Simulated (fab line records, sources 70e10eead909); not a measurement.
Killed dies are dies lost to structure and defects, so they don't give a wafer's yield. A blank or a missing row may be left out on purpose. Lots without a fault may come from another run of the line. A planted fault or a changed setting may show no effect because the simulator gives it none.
Chamber matching | flow nand_harc | NHARC_A_CHANNEL_FILL_D1_ETCHBACK_19 on rie_si-05: 4 sister chambers
The step etches the open film in HBr/Cl2, target depth 5 nm, time 1.7 s. 7 wafers are shown with their chamber, then 7 later ones without.

WAFERS WITH THEIR CHAMBER
wafer  | chamber | oes_product_au (a.u.) | throttle_valve_pct (%)
L081.3 | 1       | 0.995                 | 26.390
L081.5 | 0       | 0.991                 | 26.422
L084.1 | 2       | 0.999                 | 26.410
L084.3 | 0       | 0.995                 | 26.396
L084.4 | 3       | 0.986                 | 26.400
L086.1 | 3       | 1.009                 | 26.401
L086.4 | 2       | 1.003                 | 26.404

WAFERS WITHOUT THEIR CHAMBER
wafer  | oes_product_au (a.u.) | throttle_valve_pct (%)
L086.5 | 0.997                 | 26.395
L090.1 | 0.991                 | 26.398
L090.4 | 1.004                 | 26.411
L090.5 | 0.995                 | 26.403
L095.2 | 1.001                 | 26.383
L095.4 | 1.003                 | 26.405
L095.5 | 0.988                 | 26.388

WHICH CHAMBER EACH WENT THROUGH
wafer  | from the rows above               | in truth
L086.5 | can't be placed: 1 or 3 or 2 or 0 | 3
L090.1 | can't be placed: 3 or 1 or 0 or 2 | 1
L090.4 | can't be placed: 2 or 0 or 3 or 1 | 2
L090.5 | can't be placed: 3 or 0 or 2 or 1 | 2
L095.2 | can't be placed: 1 or 3 or 2 or 0 | 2
L095.4 | can't be placed: 2 or 3 or 0 or 1 | 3
L095.5 | can't be placed: 1 or 3 or 0 or 2 | 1
Placed correctly: 0 of 7. Can't be placed from these rows: 7 (the true chamber is among the candidates in 7). Placed wrongly: 0.
How it was worked out, from the rows above alone: a wafer's distance from a chamber is the root of the sum, over the readings, of the square of ((its reading less the chamber's mean) divided by the reading's scatter). The wafer belongs to the nearest chamber; if the next one is less than 2 further off, it can't be placed. A chamber's mean is the mean of its shown wafers. The scatter: the root of (the sum of the squares of (reading less its chamber's mean) over the shown wafers, divided by (wafers less chambers)).
